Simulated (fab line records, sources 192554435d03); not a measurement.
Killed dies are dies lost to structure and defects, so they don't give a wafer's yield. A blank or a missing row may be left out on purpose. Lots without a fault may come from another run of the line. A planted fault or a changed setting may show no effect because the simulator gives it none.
A struck lot beside a sound one | flow n5_finfet | 38 steps out of a route of 1938
Sound: wafers L811.1, L811.3, L811.6. Struck: wafers L823.1, L823.2, L823.3. The cause comes at the end.
At each step with rows: each side's tool, then ch and its chambers, then its first start. Under that, the readings that differ: sound wafers | struck wafers | difference of the means | sigmas: that difference in standard deviations of wafers without a fault.
alike: readings whose means differ by less than 2 such deviations, and words and numbers that are the same on both sides. not compared: withheld readings, readings that some wafer has no value for, bounds like >300 that may hide the same value, and numbers for which the record gives no deviation and whose values overlap.
The two part at a step that has a row with sigmas, a row that says differs or no value, or rows on one side only. Numbers that don't overlap but have no deviation are shown without sigmas and don't part them. A reading that every wafer of one side lacks parts them only if that side has two wafers or more.

first, 9 steps without rows for these wafers: N5_BEOL_M1_ANNEAL_95 (time 240 s); N5_BEOL_M1_SPUTTER_96 (material Cu, target thk 4.5 nm, time 8.29 s); N5_BEOL_M1_ECD_50 (material Cu, target thk 300 nm); N5_BEOL_M1_ANNEAL_51 (time 90 s); N5_BEOL_M1_CMP_52 (polishes, stops on SiOC, t overpolish 6.8 s, target thk 40 nm); N5_BEOL_M1_PRE_CLEAN_60 (time 15 s); N5_BEOL_M1_CO_CAP_55 (material Co, precursor CCTBA/H2, target thk 2 nm, time 102.1 s); N5_BEOL_M1_PRE_CLEAN_56 (time 15 s); N5_BEOL_M1_DEP_57 (deposits SiCN from 3MS/NH3, target thk 8 nm, time 14 s).
N5_BEOL_M2_ILD_DEP_00: deposits SiOC from DEMS/O2, target thk 79 nm, time 15.3 s.
  sound on pecvd-01 ch 0,1,2, day 8 19:55; struck on pecvd-01 ch 0,1,2, day 12 02:43
  alike: heater_power_w, showerhead_plenum_p_Torr, throttle_valve_pct
N5_BEOL_M2_THK_MEAS_01:
  sound on film_metro-01, day 8 19:59; struck on film_metro-01, day 12 02:47
  reading         | sound          | struck            | difference | sigmas
  M2_ILD_THK (nm) | 78.6 77.9 78.9 | 155.3 155.9 158.0 | +77.9      | +71
then, 24 steps without rows for these wafers: N5_BEOL_M2_PECVD_72 (deposits SiO2 from TEOS/O2, target thk 16 nm, time 18 s); N5_BEOL_M2_HM_DEP_02 (deposits TiN, target thk 20 nm); N5_BEOL_M2_COAT_61 (time 60 s, resist thk 60 nm); N5_BEOL_M2_COAT_62 (time 60 s, resist thk 12 nm); N5_BEOL_M2_COAT_73 (time 60 s, resist thk 5 nm); N5_BEOL_M2_COAT_05 (resist thk 30 nm); N5_BEOL_M2_EBR_07; N5_BEOL_M2_SOFTBAKE_06 (time 60 s); N5_BEOL_M2_EXPOSE_08 (exposes mask M2); N5_BEOL_M2_PEB_09 (peb time 60 s); N5_BEOL_M2_DEVELOP_10 (develop time 30 s); N5_BEOL_M2_DESCUM_16 (chemistry O2, time 7 s); N5_BEOL_M2_ETCH_74 (etches underlayer in N2/H2, target depth 6.5 nm, time 5.2 s); N5_BEOL_M2_ETCH_63 (etches SiARC in CF4, target depth 15.6 nm, time 26 s); N5_BEOL_M2_ETCH_64 (etches SOC in N2/H2, target depth 75 nm, overetch 22.5 nm, time 121.9 s); N5_BEOL_M2_STRIP_65 (strips in N2/H2); N5_BEOL_M2_STRIP_75 (strips in N2/H2); N5_BEOL_M2_STRIP_66 (strips in CF4); N5_BEOL_M2_HM_OPEN_17 (chemistry Cl2/BCl3, target TiN, target depth 20 nm, overetch 6 nm); N5_BEOL_M2_STRIP_19 (strips in O2); N5_BEOL_M2_COAT_67 (time 60 s, resist thk 60 nm); N5_BEOL_M2_COAT_68 (time 60 s, resist thk 12 nm); N5_BEOL_M2_COAT_76 (time 60 s, resist thk 5 nm); N5_BEOL_M2_COAT_22 (resist thk 30 nm).
N5_BEOL_M2_CMP_52: polishes, stops on SiOC, t overpolish 6.8 s, target thk 40 nm.
  sound on cmp-01 ch 1,2, day 9 14:58; struck on cmp-01 ch 0,1,2, day 12 19:05
  reading                                      | sound      | struck          | difference | sigmas
  model.SiOC_of_BEOL_M2_ILD_DEP_00.thk_nm (nm) | 75.6 75 76 | 152.2 152.8 155 | +77.8      |
  alike: barrier_field_endpoint_s, motor_current_A, overpolish_run_s, time_to_endpoint_s
N5_BEOL_M4_RC_MEAS_101:
  the record has rows for the sound wafers here (prober-02 ch 0, day 11 10:33) and none for the struck ones
-- the record jumps here: 7 days lie between the struck wafers' starts before and after (it left off in module BEOL_M4 and takes up again in module PASSIVATION, whose first step shown is number 1936 of the route) --
N5_PASSIVATION_PROBE_49:
  sound on prober-02, day 15 12:24; struck on prober-02, day 20 04:02
  reading                  | sound | struck         | difference | sigmas
  defect_limited_yield (%) | 87.2  | 0 0 0          | -87        | -58
  killed_at_M0_to_M3       | 71    | 1142 1114 1124 | +1056      | +99 or more
  killed_at_other          | 10    | 0 1 1          | -9         | -3
  killed_dies              | 151   | 1180 1180 1180 | +1029      | +57
  killed_on_rim            | 24    | 152 152 152    | +128       | +31
  killed_open              | 110   | 60 62 69       | -46        | -3
  sort_bin_5_function (%)  | 7.9   | 96.7 96.6 96.4 | +88.7      | +89
  sort_bin_6_memory (%)    | 4.6   | 3.1 3.1 3.0    | -1.5       | -2
  sort_n_pass              | 1029  | 0 0 0          | -1029      | -57
  sort_yield_pct (%)       | 87.2  | 0 0 0          | -87        | -58
  alike: killed_at_M4_up, killed_at_contacts, killed_at_front_end, killed_short

WHERE THEY PART
First at N5_BEOL_M2_THK_MEAS_01; last, within this record, at N5_PASSIVATION_PROBE_49.

WHY: what the simulator had put in
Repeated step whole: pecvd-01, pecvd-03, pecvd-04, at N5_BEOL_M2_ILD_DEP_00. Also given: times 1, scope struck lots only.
